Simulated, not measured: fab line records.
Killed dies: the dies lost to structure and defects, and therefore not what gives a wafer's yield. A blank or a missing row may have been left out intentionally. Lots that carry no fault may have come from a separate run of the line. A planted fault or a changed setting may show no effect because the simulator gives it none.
Matching of chambers    flow nand harc    NHARC_P_M0_STRIP_18 on rie diel-13: 4 sister chambers
The step strips in N2/H2. 16 wafers are shown with their chamber, then 8 later ones without.

WAFERS PAIRED WITH THEIR CHAMBERS
wafer   chamber  showerhead plenum p Torr (Torr)  drypump motor current A (A)  rf vpp V (V)
L953.1  0        2.04                             5.43                         91.6
L953.5  3        2.19                             5.81                         90.6
L953.6  0        2.04                             5.40                         91.9
L956.1  1        2.04                             5.52                         90.3
L956.5  3        2.19                             5.79                         91.9
L956.6  0        2.04                             5.49                         90.1
L957.1  0        2.04                             5.46                         89.6
L957.4  1        2.04                             5.57                         90.9
L957.5  2        1.98                             5.99                         89.1
L958.1  0        2.04                             5.50                         91.0
L958.3  3        2.19                             5.79                         91.4
L958.6  3        2.19                             5.78                         92.8
L964.1  2        1.97                             6.04                         90.7
L964.4  0        2.04                             5.44                         92.2
L964.6  2        1.97                             6.06                         90.4
L970.1  3        2.18                             5.77                         92.2

SIGNATURES, as means of the wafers listed above
reading                   chamber 0  chamber 1  chamber 2  chamber 3  scatter within a chamber
showerhead plenum p Torr  2.0400     2.0400     1.9733     2.1880     0.0035
drypump motor current A   5.4533     5.5450     6.0300     5.7880     0.0314
rf vpp V                  91.067     90.600     90.067     91.780     0.901
Rule: for each reading, subtract the chamber's mean from the wafer's reading, divide by that reading's scatter and square the result; add these up over the readings and take the root, which gives the wafer's distance from the chamber. The wafer belongs to the nearest chamber; if the next one is less than 2 further off, it can't be placed. The scatter is the square root of a quotient: the sum, over the shown wafers, of each reading's squared deviation from its chamber's mean, divided by wafers minus chambers.

WAFERS WHOSE CHAMBER IS MISSING
wafer   showerhead plenum p Torr (Torr)  drypump motor current A (A)  rf vpp V (V)
L970.3  2.03                             5.56                         89.7
L970.4  1.97                             5.95                         88.6
L972.2  2.18                             5.79                         92.0
L972.3  2.03                             5.49                         91.6
L972.4  2.03                             5.46                         92.5
L973.3  2.03                             5.50                         91.5
L973.5  2.18                             5.81                         90.6
L973.6  2.03                             5.50                         90.7

WHICH CHAMBER EACH ONE RAN IN
wafer   from the rows above      in truth
L970.3  can't be placed: 1 or 0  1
L970.4  2                        2
L972.2  3                        3
L972.3  can't be placed: 0 or 1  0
L972.4  can't be placed: 0 or 1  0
L973.3  can't be placed: 0 or 1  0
L973.5  3                        3
L973.6  can't be placed: 1 or 0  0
Correct placement for 3 of the 8. Unplaceable from these rows: 5, with the true chamber sitting among the candidates in 5. 0 placed wrongly.
